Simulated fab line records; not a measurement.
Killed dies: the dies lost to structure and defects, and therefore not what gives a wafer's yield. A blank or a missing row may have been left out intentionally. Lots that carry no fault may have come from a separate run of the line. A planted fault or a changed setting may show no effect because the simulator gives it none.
Problem report in the 8D (eight disciplines) form, filled by code / flow nand-harc / the parts of the form that need people (team, actions taken, sign-off) are left out

1. THE ISSUE
Wafers with no fault read 26 with a standard deviation of 10, whereas killed-at-array at NHARC_END_SORT_01 reads a mean of 103 on 1 wafer of 1 lot. Measured from the usual mean, that is +7.7 standard deviations.
First observed at day 24 07:28: wafer L592.3, on prober-02. The record holds 3 wafers of 1 lot with a number at this step. Rule for "out", or "out of limits": more than 4 standard deviations from the usual mean. The rest of the wafers with a number are treated as sound.

2. WHAT IT IS, AND WHAT IT ISN'T
question=which readings at this step | is=killed-at-array, killed-dies | is not=killed-at-other, killed-at-periphery, killed-open
question=which lots | is=L592 | is not=-
question=which wafers of those lots | is=L592.3 | is not=L592.2, L592.4
question=read on which gauges | is=prober-02 | is not=-
question=when | is=from day 24 07:28 | is not=up to then (1 sound wafer); but 1 sound wafer of L592 came after

3. WHAT RULES OUT EACH SUSPECT
Counting: if a tool at a process step up to the reading ran every lot that is out, it stays a suspect. Sound lots after the first of them don't rule it out here, since some wafers of a struck lot are sound.
- the gauge at NHARC_END_SORT_01 has been ruled out. All the wafers that are out were read on prober-02, but those of them that NHARC_A_STAIRCASE_TRIM_233 has rows for are out there too, on other tools.
- rie-diel-11 at NHARC_A_STAIRCASE_ETCH_223 (etches the open film in C4F8/O2, target depth 100 nm, time 40.5 s): kept. It ran the lot that is out, L592 (day 16 02:02). Because NHARC_A_STAIRCASE_ETCH_223 lacks a start for some lots, the hours and order of its lots are taken from NHARC_A_STAIRCASE_TRIM_229.
- rie-diel-11 at NHARC_A_STAIRCASE_ETCH_227 (etches the open film in C4F8/O2, target depth 100 nm, time 40.5 s): kept. It ran the lot that is out, L592 (day 16 02:02). Because NHARC_A_STAIRCASE_ETCH_227 lacks a start for some lots, the hours and order of its lots are taken from NHARC_A_STAIRCASE_TRIM_229.
- rie-diel-07 at NHARC_A_STAIRCASE_TRIM_229 (chemistry O2, time 211.2 s): kept. It ran the lot that is out, L592 (day 16 02:02).
- rie-diel-07 at NHARC_A_STAIRCASE_TRIM_233 (chemistry O2, time 211.2 s): kept. It ran the lot that is out, L592 (day 16 02:32). Its own readings are out on those wafers: run-length-s.
- At NHARC_A_STAIRCASE_ETCH_223, inside rie-diel-11: chamber 3 took the wafers that are out, while their sound lot-mates went through chambers 0, 1.
- Within rie-diel-11 at NHARC_A_STAIRCASE_ETCH_227, the wafers that are out were processed in chamber 0 and their sound lot-mates in chamber 3.
- At NHARC_A_STAIRCASE_TRIM_229, inside rie-diel-07: chamber 2 took the wafers that are out, while their sound lot-mates went through chambers 1, 3.
- At NHARC_A_STAIRCASE_TRIM_233, inside rie-diel-07: chamber 0 took the wafers that are out, while their sound lot-mates went through chambers 1, 2.
Left after counting: rie-diel-11 at NHARC_A_STAIRCASE_ETCH_223, rie-diel-11 at NHARC_A_STAIRCASE_ETCH_227, rie-diel-07 at NHARC_A_STAIRCASE_TRIM_229, rie-diel-07 at NHARC_A_STAIRCASE_TRIM_233.

4. THE CAUSE (what the simulator had put in)
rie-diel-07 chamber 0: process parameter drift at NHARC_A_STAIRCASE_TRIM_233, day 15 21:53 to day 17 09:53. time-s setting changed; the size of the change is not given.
After counting, 4 suspects remain, this tool included.

5. SEQUENCE OF EFFECTS, ordered by route
One row per reading whose mean, taken over the struck wafers that have a number, lies over 3 standard deviations from the usual. Only readings for which the record gives a usual standard deviation are gone through. hours: the time from each lot's start at the first step in this table that gives one to its start at this step, as a median over the lots. sigmas: the change in usual standard deviations.
hours=0; step=NHARC_A_STAIRCASE_TRIM_233; reading=run-length-s; usual=232.5 s; on struck wafers=302.3; change=+69.8; sigmas=+99 or more
hours=197; step=NHARC_END_SORT_01; reading=killed-at-array; usual=26; on struck wafers=103; change=+77; sigmas=+7.7
hours=197; step=NHARC_END_SORT_01; reading=killed-dies; usual=29; on struck wafers=106; change=+77; sigmas=+7.0
The process steps in it:
- NHARC_A_STAIRCASE_TRIM_233: chemistry O2, time 211.2 s.

6. HOW IT WOULD HAVE BEEN CAUGHT EARLIER
Counted from the fault's start at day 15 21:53, it took 202 hours until the first out-of-limits reading at a measuring or inspecting step in this record, taken at day 24 07:28.
The tool's own readings at NHARC_A_STAIRCASE_TRIM_233 were out on every struck wafer that the step has a row for (run-length-s): an alarm limit on them would have fired on the first of those.
By day 24 07:28, every lot that is out (1) had started NHARC_A_STAIRCASE_TRIM_233 on rie-diel-07. A hold on the tool at that time would have spared none of them.
